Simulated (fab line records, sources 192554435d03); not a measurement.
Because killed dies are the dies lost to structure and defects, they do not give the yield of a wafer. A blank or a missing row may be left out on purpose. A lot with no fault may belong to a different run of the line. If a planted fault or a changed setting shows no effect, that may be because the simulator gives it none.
Split-lot experiment / flow n5 finfet / 7 lots, 21 wafers read, on a route of 1938 steps

== ABOUT THE SPLIT ==
At N5_BEOL_M1_EXPOSE_25 (exposes mask V0, defocus 5 nm, target cd 24 nm), the setting dose mj was moved away from the recipe's 63 on 9 of the 21 wafers read, by -7.1% to +7.2%. The other wafers ran this setting at the recipe's value.

== FROM THE SPLIT TO THE READING: what the file shows between them, 2 steps ==
- N5_BEOL_M1_PEB_26: peb time 60 s
- N5_BEOL_M1_DEVELOP_27: develop time 30 s

== THE READING ==
cd nm, in nm, at N5_BEOL_M1_CD_MEAS_28 (target cd y 23.3 nm). A value of 23.92 nm with a standard deviation of 0.22 nm is what fault-free wafers of this fab line usually give.

wafer=L075.2; tool, chamber at the split=euv scanner-01, 0; dose mj as run=61.82; against the recipe=-1.9%; cd nm, nm=23.49; against lot-mates on the recipe=-0.84
wafer=L075.3; tool, chamber at the split=euv scanner-01, 0; dose mj as run=63; against the recipe=recipe; cd nm, nm=24.33; against lot-mates on the recipe=-
wafer=L075.4; tool, chamber at the split=euv scanner-01, 0; dose mj as run=61.82; against the recipe=-1.9%; cd nm, nm=23.70; against lot-mates on the recipe=-0.63
wafer=L078.1; tool, chamber at the split=euv scanner-02, 0; dose mj as run=63; against the recipe=recipe; cd nm, nm=23.85; against lot-mates on the recipe=-
wafer=L078.3; tool, chamber at the split=euv scanner-02, 0; dose mj as run=66.19; against the recipe=+5.1%; cd nm, nm=24.98; against lot-mates on the recipe=+1.12
wafer=L078.6; tool, chamber at the split=euv scanner-02, 0; dose mj as run=63; against the recipe=recipe; cd nm, nm=23.87; against lot-mates on the recipe=-
wafer=L077.1; tool, chamber at the split=euv scanner-02, 0; dose mj as run=66.04; against the recipe=+4.8%; cd nm, nm=24.51; against lot-mates on the recipe=no lot-mate on the recipe
wafer=L077.3; tool, chamber at the split=euv scanner-02, 0; dose mj as run=66.04; against the recipe=+4.8%; cd nm, nm=24.49; against lot-mates on the recipe=no lot-mate on the recipe
wafer=L077.4; tool, chamber at the split=euv scanner-02, 0; dose mj as run=66.04; against the recipe=+4.8%; cd nm, nm=24.69; against lot-mates on the recipe=no lot-mate on the recipe
wafer=L084.2; tool, chamber at the split=euv scanner-02, 0; dose mj as run=63; against the recipe=recipe; cd nm, nm=24.15; against lot-mates on the recipe=-
wafer=L084.4; tool, chamber at the split=euv scanner-02, 0; dose mj as run=63; against the recipe=recipe; cd nm, nm=24.23; against lot-mates on the recipe=-
wafer=L084.6; tool, chamber at the split=euv scanner-02, 0; dose mj as run=63; against the recipe=recipe; cd nm, nm=23.97; against lot-mates on the recipe=-
wafer=L087.1; tool, chamber at the split=euv scanner-01, 0; dose mj as run=63; against the recipe=recipe; cd nm, nm=23.59; against lot-mates on the recipe=-
wafer=L087.5; tool, chamber at the split=euv scanner-01, 0; dose mj as run=63; against the recipe=recipe; cd nm, nm=23.84; against lot-mates on the recipe=-
wafer=L087.6; tool, chamber at the split=euv scanner-01, 0; dose mj as run=63; against the recipe=recipe; cd nm, nm=23.81; against lot-mates on the recipe=-
wafer=L088.2; tool, chamber at the split=euv scanner-01, 0; dose mj as run=63; against the recipe=recipe; cd nm, nm=23.75; against lot-mates on the recipe=-
wafer=L088.3; tool, chamber at the split=euv scanner-01, 0; dose mj as run=67.54; against the recipe=+7.2%; cd nm, nm=25.26; against lot-mates on the recipe=+1.52
wafer=L088.6; tool, chamber at the split=euv scanner-01, 0; dose mj as run=63; against the recipe=recipe; cd nm, nm=23.73; against lot-mates on the recipe=-
wafer=L091.1; tool, chamber at the split=euv scanner-02, 0; dose mj as run=58.54; against the recipe=-7.1%; cd nm, nm=22.32; against lot-mates on the recipe=-1.58
wafer=L091.4; tool, chamber at the split=euv scanner-02, 0; dose mj as run=63; against the recipe=recipe; cd nm, nm=23.90; against lot-mates on the recipe=-
wafer=L091.6; tool, chamber at the split=euv scanner-02, 0; dose mj as run=58.54; against the recipe=-7.1%; cd nm, nm=22.15; against lot-mates on the recipe=-1.75

THE FIT
A straight line over all 21 wafers: cd nm changes by +0.196 nm for each +1% of dose mj; r = +0.95; the points scatter about the line by 0.22 nm.
The same after taking each lot's own level away (the mean of its wafers on the recipe; 18 wafers): +0.231 nm for each +1%; r = +0.99; scatter 0.13 nm.
According to that fit, moving dose mj by its largest amount changes the reading by 1.7 nm.
The lots' own levels span 23.740 to 24.330 nm, that is 2.7 times the standard deviation above.
Thus the slope moves with the lot-to-lot level: the two fits are different.
Check: for one of the wafers moved furthest among these (+7.2%), held out of the fit, the line's prediction against its lot-mates is +1.67 nm. Against them it came out at +1.52 nm.

== OTHER SPLITS APPLIED TO THESE WAFERS ==
Before the reading, these wafers also passed through other splits. Each is held against what the fit with the lots' levels taken away leaves over:
other split on the same wafers=N5_ILD0_CMP_03 down force psi; wafers away from the commonest value=5; r with cd nm (lot level and that fit taken away)=-0.25
other split on the same wafers=N5_ILD0_ALD_15 ald cycles; wafers away from the commonest value=8; r with cd nm (lot level and that fit taken away)=+0.60
other split on the same wafers=N5_GATE_CUT_ETCH_56 icp w; wafers away from the commonest value=6; r with cd nm (lot level and that fit taken away)=-0.16
other split on the same wafers=N5_GATE_CUT_ETCH_58 source w; wafers away from the commonest value=10; r with cd nm (lot level and that fit taken away)=-0.21
other split on the same wafers=N5_GATE_CUT_CUT_ETCH_53 icp w; wafers away from the commonest value=9; r with cd nm (lot level and that fit taken away)=-0.26
other split on the same wafers=N5_MOL_CONTACT_COAG_COAT_78 spin rpm; wafers away from the commonest value=7; r with cd nm (lot level and that fit taken away)=-0.25
other split on the same wafers=N5_MOL_CONTACT_COAG_EXPOSE_81 dose mj; wafers away from the commonest value=6; r with cd nm (lot level and that fit taken away)=-0.21
other split on the same wafers=N5_MOL_CONTACT_COAG_VIA_ETCH_117 bias w; wafers away from the commonest value=8; r with cd nm (lot level and that fit taken away)=+0.15
other split on the same wafers=N5_MOL_CONTACT_COAG_ETCH_124 source w; wafers away from the commonest value=4; r with cd nm (lot level and that fit taken away)=+0.43
other split on the same wafers=N5_BEOL_M0_SAQP_EXPOSE_37 dose mj; wafers away from the commonest value=5; r with cd nm (lot level and that fit taken away)=+0.20

== THE FILE'S OWN FIT ==
cd nm changes by +0.227 nm for each +1% of dose mj, r = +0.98.
